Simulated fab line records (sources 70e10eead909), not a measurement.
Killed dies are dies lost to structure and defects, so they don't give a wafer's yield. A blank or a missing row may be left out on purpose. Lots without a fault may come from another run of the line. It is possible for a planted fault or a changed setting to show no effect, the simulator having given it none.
Problem report in the 8D (eight disciplines) form, filled by code | flow nand_harc | the parts of the form that need people (team, actions taken, sign-off) are left out

== 1. THE PROBLEM ==
Mean of throttle_valve_pct at NHARC_P_GATE_ETCH_32: 24.901 % across 6 wafers in 2 lots; on wafers with no fault it is 26.406 % (standard deviation 0.0094). So: -99 or more standard deviations from the usual mean.
The step: etches the open film in HBr/Cl2, target depth 150 nm, time 100.1 s.
Seen first at day 8 15:30 on rie_si-04, wafer L803.3. At this step, 39 wafers from 13 lots have a number in the record. Rule for "out", or "out of limits": more than 4 standard deviations from the usual mean. Any other wafer with a number is counted as sound.

== 2. WHAT THIS IS AND IS NOT ==
question                    | is                               | is not
which readings at this step | throttle_valve_pct, mfc_cl2_sccm | drypump_motor_current_A, oes_product_au
which lots                  | L803, L806                       | L790, L791, L792, L795, L796, L797, L801, L808, L809, L812, L813
which wafers of those lots  | all that have a number           | -
read on which tools         | rie_si-04                        | rie_si-01, rie_si-02
when                        | from day 8 15:30                 | up to then (21 sound wafers); but 12 sound wafers of L808, L809, L812, L813 came after

== 3. WHAT RULES OUT EACH SUSPECT ==
Counting: any tool at a process step up to the reading is kept as a suspect provided that every lot that is out went through it and no sound lot did after the first of them.
- rie_diel-13 at NHARC_P_GATE_DESCUM_31 (chemistry O2, time 3 s): ruled out as a lasting fault. The sound lots L808, L813 went through it after L803, its earliest lot that is out (day 8 14:56).
- rie_si-04 at NHARC_P_GATE_ETCH_32 (etches the open film in HBr/Cl2, target depth 150 nm, time 100.1 s): kept. It processed each lot that is out, first L803 at day 8 15:30, and no sound lot thereafter; up to then, the last sound lot it processed was L801 at day 8 14:38. Its own readings are out on those wafers: mfc_cl2_sccm, throttle_valve_pct.
The count leaves rie_si-04 at NHARC_P_GATE_ETCH_32.

== 4. THE CAUSE (what the simulator had put in) ==
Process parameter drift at NHARC_P_GATE_ETCH_32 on rie_si-04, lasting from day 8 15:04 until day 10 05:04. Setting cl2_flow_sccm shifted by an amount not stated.
Only this tool survived the counting.

== 5. THE EFFECT CHAIN, in route order ==
Each row: a reading whose mean over the struck wafers that have a number lies more than 3 standard deviations from the usual. Only readings for which the record gives a usual standard deviation are gone through. hours: the time from each lot's start at the first step in this table that gives one to its start at this step, as a median over the lots. sigmas: the change in usual standard deviations.
hours | step                 | reading            | usual      | on struck wafers | change | sigmas
0     | NHARC_P_GATE_ETCH_32 | mfc_cl2_sccm       | 50.02 sccm | 24.96            | -25.06 | -99 or more
0     | NHARC_P_GATE_ETCH_32 | throttle_valve_pct | 26.406 %   | 24.901           | -1.505 | -99 or more
It contains these process steps:
- NHARC_P_GATE_ETCH_32: etches the open film in HBr/Cl2, target depth 150 nm, time 100.1 s.
Later steps that measure or inspect, where all struck wafers having a row at the step show a number for every such reading and not one has moved that far: NHARC_END_SORT_01.

== 6. WHAT WOULD HAVE CAUGHT IT SOONER ==
0 hours passed between the start of the fault at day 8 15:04 and the first reading out of limits in this record, taken at day 8 15:30.
